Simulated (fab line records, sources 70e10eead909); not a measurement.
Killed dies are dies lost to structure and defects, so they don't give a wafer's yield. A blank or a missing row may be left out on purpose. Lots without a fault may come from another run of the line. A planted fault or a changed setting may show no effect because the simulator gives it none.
Chamber matching | flow nand_harc | NHARC_P_CONTACT_CMP_01 on cmp-04: 4 sister chambers
The step polishes SiO2, target thk 200 nm. 16 wafers are shown with their chamber, then 8 later ones without.

WAFERS WITH THEIR CHAMBER
wafer  | chamber | motor_current_A (A)
L075.2 | 0       | 11.5
L075.3 | 2       | 11.2
L075.4 | 1       | 13.3
L077.2 | 1       | 12.1
L077.3 | 2       | 11.6
L077.6 | 2       | 11.2
L076.1 | 0       | 10.7
L076.3 | 1       | 12.7
L076.6 | 2       | 11.2
L088.2 | 1       | 12.8
L088.4 | 3       | 12.5
L088.5 | 3       | 12.7
L091.4 | 1       | 13.0
L091.5 | 1       | 12.5
L091.6 | 2       | 11.0
L092.3 | 0       | 11.0

SIGNATURES (means of the wafers above)
reading         | chamber 0 | chamber 1 | chamber 2 | chamber 3 | scatter within a chamber
motor_current_A | 11.067    | 12.733    | 11.240    | 12.600    | 0.341
Rule: a wafer's distance from a chamber is the root of the sum, over the readings, of the square of ((its reading less the chamber's mean) divided by the reading's scatter). The wafer belongs to the nearest chamber; if the next one is less than 2 further off, it can't be placed. The scatter: the root of (the sum of the squares of (reading less its chamber's mean) over the shown wafers, divided by (wafers less chambers)).

WAFERS WITHOUT THEIR CHAMBER
wafer  | motor_current_A (A)
L092.4 | 13.2
L092.6 | 10.5
L094.4 | 12.4
L094.5 | 12.6
L094.6 | 11.2
L096.1 | 12.7
L096.2 | 10.5
L096.4 | 10.9

WHICH CHAMBER EACH WENT THROUGH
wafer  | from the rows above     | in truth
L092.4 | can't be placed: 1 or 3 | 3
L092.6 | can't be placed: 0 or 2 | 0
L094.4 | can't be placed: 3 or 1 | 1
L094.5 | can't be placed: 3 or 1 | 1
L094.6 | can't be placed: 2 or 0 | 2
L096.1 | can't be placed: 1 or 3 | 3
L096.2 | can't be placed: 0 or 2 | 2
L096.4 | can't be placed: 0 or 2 | 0
Placed correctly: 0 of 8. Can't be placed from these rows: 8 (the true chamber is among the candidates in 8). Placed wrongly: 0.
